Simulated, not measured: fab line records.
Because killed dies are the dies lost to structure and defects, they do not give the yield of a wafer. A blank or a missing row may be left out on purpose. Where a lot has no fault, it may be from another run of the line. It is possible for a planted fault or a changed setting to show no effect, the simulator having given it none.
Matching of chambers / flow n5 finfet / 4 sister chambers for N5_BEOL_M6_STRIP_19 on rie diel-06
The step strips in O2. 8 wafers are shown with their chamber, then 7 later ones without.

WAFERS PAIRED WITH THEIR CHAMBERS
wafer=L075.4; chamber=0; drypump motor current A (A)=6.2; showerhead plenum p Torr (Torr)=2.04
wafer=L075.6; chamber=1; drypump motor current A (A)=4.8; showerhead plenum p Torr (Torr)=2.03
wafer=L078.5; chamber=1; drypump motor current A (A)=4.8; showerhead plenum p Torr (Torr)=2.02
wafer=L079.3; chamber=2; drypump motor current A (A)=5.4; showerhead plenum p Torr (Torr)=2.01
wafer=L079.4; chamber=0; drypump motor current A (A)=6.3; showerhead plenum p Torr (Torr)=2.03
wafer=L079.5; chamber=3; drypump motor current A (A)=6.6; showerhead plenum p Torr (Torr)=2.12
wafer=L089.2; chamber=3; drypump motor current A (A)=6.6; showerhead plenum p Torr (Torr)=2.11
wafer=L089.3; chamber=2; drypump motor current A (A)=5.4; showerhead plenum p Torr (Torr)=2.01

WAFERS WITH NO CHAMBER GIVEN
wafer=L089.5; drypump motor current A (A)=4.8; showerhead plenum p Torr (Torr)=2.02
wafer=L091.1; drypump motor current A (A)=5.4; showerhead plenum p Torr (Torr)=2.01
wafer=L091.2; drypump motor current A (A)=6.2; showerhead plenum p Torr (Torr)=2.02
wafer=L091.3; drypump motor current A (A)=4.8; showerhead plenum p Torr (Torr)=2.02
wafer=L096.1; drypump motor current A (A)=6.6; showerhead plenum p Torr (Torr)=2.11
wafer=L096.2; drypump motor current A (A)=5.4; showerhead plenum p Torr (Torr)=2.00
wafer=L096.4; drypump motor current A (A)=6.2; showerhead plenum p Torr (Torr)=2.02

EACH ONE'S CHAMBER
wafer=L089.5; from the rows above=1; in truth=1
wafer=L091.1; from the rows above=2; in truth=2
wafer=L091.2; from the rows above=0; in truth=0
wafer=L091.3; from the rows above=1; in truth=1
wafer=L096.1; from the rows above=3; in truth=3
wafer=L096.2; from the rows above=2; in truth=2
wafer=L096.4; from the rows above=0; in truth=0
Correctly placed: 7 of 7. Not placeable from these rows: 0. Number placed wrongly: 0.
How it was worked out, from the rows above alone: a wafer's distance from a chamber is the root of the sum, over the readings, of the square of ((its reading less the chamber's mean) divided by the reading's scatter). If the next closest chamber is less than 2 further off than the closest, the wafer can't be placed; otherwise it belongs to the closest. Each chamber's mean is taken over the wafers shown for it. The scatter: the root of (the sum of the squares of (reading less its chamber's mean) over the shown wafers, divided by (wafers less chambers)).
